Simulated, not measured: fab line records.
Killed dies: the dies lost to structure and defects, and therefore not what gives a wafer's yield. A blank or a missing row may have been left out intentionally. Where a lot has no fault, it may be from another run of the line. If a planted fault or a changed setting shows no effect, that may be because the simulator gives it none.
Matching of chambers | flow n5_finfet | N5_BEOL_M7_STRIP_36 on rie_diel-06 has 4 sister chambers
The step strips in N2/H2. 8 wafers are shown with their chamber, then 9 later ones without.

EACH WAFER AND ITS CHAMBER
wafer  | chamber | drypump_motor_current_A (A) | showerhead_plenum_p_Torr (Torr)
L077.5 | 2       | 5.5                         | 2.46
L085.1 | 2       | 5.5                         | 2.45
L085.6 | 1       | 5.3                         | 2.53
L090.2 | 0       | 5.4                         | 2.50
L090.6 | 1       | 5.3                         | 2.53
L091.1 | 3       | 6.0                         | 2.41
L091.5 | 0       | 5.3                         | 2.49
L091.6 | 3       | 6.0                         | 2.40

WAFERS WHOSE CHAMBER IS MISSING
wafer  | drypump_motor_current_A (A) | showerhead_plenum_p_Torr (Torr)
L094.2 | 5.4                         | 2.49
L094.4 | 6.0                         | 2.40
L094.6 | 5.4                         | 2.49
L097.4 | 5.3                         | 2.52
L097.5 | 6.0                         | 2.40
L097.6 | 5.4                         | 2.49
L096.2 | 5.5                         | 2.44
L096.4 | 5.5                         | 2.44
L096.6 | 5.4                         | 2.49

THE CHAMBER EACH PASSED THROUGH
wafer  | from the rows above | in truth
L094.2 | 0                   | 0
L094.4 | 3                   | 3
L094.6 | 0                   | 0
L097.4 | 1                   | 1
L097.5 | 3                   | 3
L097.6 | 0                   | 0
L096.2 | 2                   | 2
L096.4 | 2                   | 2
L096.6 | 0                   | 0
Placed correctly: 9 of 9. Can't be placed from these rows: 0. Wrongly placed: 0.
How it was worked out, from the rows above alone: a wafer's distance from a chamber is the root of the sum, over the readings, of the square of ((its reading less the chamber's mean) divided by the reading's scatter). The wafer belongs to the nearest chamber; if the next one is less than 2 further off, it can't be placed. The mean given for a chamber averages the wafers shown for that chamber. How the scatter is found: for the shown wafers, subtract from each reading the mean of its chamber, square and add these, divide the total by (wafers less chambers), then take the root.
